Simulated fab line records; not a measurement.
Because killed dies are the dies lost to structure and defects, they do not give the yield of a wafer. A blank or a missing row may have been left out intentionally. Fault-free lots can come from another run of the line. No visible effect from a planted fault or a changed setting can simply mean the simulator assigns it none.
Which tool is to blame? ; flow nand harc ; 36 wafers from 12 lots sampled at 2 of the route's 1302 steps

## WHAT EACH GAUGE READ, for each wafer
NHARC_A_ONON_D2_THK_MEAS_30: measures by ellipsometry.
lot;measured;on;thk nm (nm)
L075;day 13 05:57;film metro-01;1019 1020 1020
L077;day 13 23:00;film metro-02;984 985 983
L079;day 14 23:09;film metro-01;1014 1016 1015
L081;day 15 16:04;film metro-01;996 996 995
L083;day 16 10:18;film metro-01;1002 1002 1000
L085;day 17 15:20;film metro-01;1001 1001 1001
L087;day 18 07:49;film metro-01;980 979 980
L088;day 19 04:01;film metro-02;1004 1003 1003
L090;day 19 23:07;film metro-01;1003 1002 1004
L094;day 21 08:38;film metro-02;1005 1004 1007
L095;day 21 08:38;film metro-01;1000 999 999
L097;day 23 00:40;film metro-01;1000 999 999

## WHICH TOOL RAN EACH LOT (tool, then ch and the chambers of the sampled wafers, then the start)
lot;NHARC_A_CHANNEL_FILL_D1_CMP_10
L075;cmp-03 ch 0,1,2, day 11 03:28
L077;cmp-04 ch 0,1, day 11 23:45
L079;cmp-01 ch 0,2,3, day 13 03:14
L081;cmp-04 ch 0,1,3, day 13 15:02
L083;cmp-03 ch 0,2,3, day 14 09:47
L085;cmp-04 ch 0,1, day 15 14:35
L087;cmp-03 ch 0,1,2, day 16 05:11
L088;cmp-01 ch 1,2,3, day 17 02:23
L090;cmp-03 ch 0,2, day 17 16:54
L094;cmp-04 ch 0,2, day 19 12:19
L095;cmp-01 ch 1,2, day 19 12:28
L097;cmp-03 ch 0,2,3, day 20 21:02
- NHARC_A_CHANNEL_FILL_D1_CMP_10: polishes, target thk 150 nm.

## THE ANSWER, worked out from the rows above alone
Rule: what is usual is taken from the lots themselves. The widest of any qualifying gaps counts: lots, ordered by their means at a reading, are off when they make up no more than a third of the lots, leave a main group of 4 or more, and stand apart from it by 3 or more times the standard deviation of that group's means. A main group whose means are all the same, to the digits that the tables above print for the reading, isn't used. Also off: a lot with no number at a reading for which 4 or more lots have one. All remaining lots with rows at the step are treated as sound.
Across all readings shown, no lot is off: no conclusion can be drawn from this.

## WHAT HAD BEEN PUT IN BY THE SIMULATOR
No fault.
